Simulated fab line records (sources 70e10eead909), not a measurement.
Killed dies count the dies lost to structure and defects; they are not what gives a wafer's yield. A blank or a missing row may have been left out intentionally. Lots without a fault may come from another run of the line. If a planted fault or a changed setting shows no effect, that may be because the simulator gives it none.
Chamber matching | flow nand harc | NHARC_P_CONTACT_ETCH_35 on rie diel-05 has 4 sister chambers
The step etches the open film in CF4, target depth 39 nm, time 65 s. 14 wafers are shown with their chamber, then 7 later ones without.

## WAFERS PAIRED WITH THEIR CHAMBERS
wafer  | chamber | showerhead plenum p Torr (Torr) | drypump motor current A (A) | oes product au (a.u.)
L150.3 | 1       | 1.77                            | 6.5                         | 0.980
L150.4 | 0       | 1.88                            | 5.0                         | 1.010
L150.6 | 2       | 1.79                            | 5.8                         | 1.015
L154.1 | 2       | 1.79                            | 5.7                         | 1.015
L154.3 | 0       | 1.88                            | 5.0                         | 1.012
L154.4 | 1       | 1.77                            | 6.5                         | 0.980
L153.2 | 3       | 1.73                            | 5.6                         | 1.006
L153.5 | 3       | 1.73                            | 5.6                         | 1.012
L153.6 | 0       | 1.88                            | 5.0                         | 1.013
L157.4 | 0       | 1.87                            | 5.0                         | 1.006
L157.5 | 3       | 1.73                            | 5.6                         | 1.008
L157.6 | 2       | 1.79                            | 5.8                         | 1.007
L163.3 | 0       | 1.87                            | 5.0                         | 0.998
L163.5 | 2       | 1.79                            | 5.7                         | 1.000

SIGNATURES (means of the wafers above)
reading                  | chamber 0 | chamber 1 | chamber 2 | chamber 3 | scatter within a chamber
showerhead plenum p Torr | 1.8760    | 1.7700    | 1.7900    | 1.7300    | 0.00346
drypump motor current A  | 5.000     | 6.500     | 5.750     | 5.600     | 0.0316
oes product au           | 1.00780   | 0.98000   | 1.00925   | 1.00867   | 0.00569
Rule: a wafer's distance from a chamber is the root of the sum, over the readings, of the square of ((its reading less the chamber's mean) divided by the reading's scatter). The wafer belongs to the nearest chamber; if the next one is less than 2 further off, it can't be placed. The scatter: the root of (the sum of the squares of (reading less its chamber's mean) over the shown wafers, divided by (wafers less chambers)).

## WAFERS WITH NO CHAMBER GIVEN
wafer  | showerhead plenum p Torr (Torr) | drypump motor current A (A) | oes product au (a.u.)
L163.6 | 1.73                            | 5.6                         | 0.995
L165.2 | 1.76                            | 6.6                         | 0.991
L165.3 | 1.79                            | 5.7                         | 1.002
L165.6 | 1.73                            | 5.6                         | 0.997
L168.2 | 1.73                            | 5.6                         | 1.004
L168.4 | 1.76                            | 6.5                         | 0.991
L168.5 | 1.87                            | 5.0                         | 1.001

## EACH ONE'S CHAMBER
wafer  | from the rows above | in truth
L163.6 | 3                   | 3
L165.2 | 1                   | 1
L165.3 | 2                   | 2
L165.6 | 3                   | 3
L168.2 | 3                   | 3
L168.4 | 1                   | 1
L168.5 | 0                   | 0
Placed correctly: 7 of 7. Left unplaced by these rows: 0. Placed wrongly: 0.
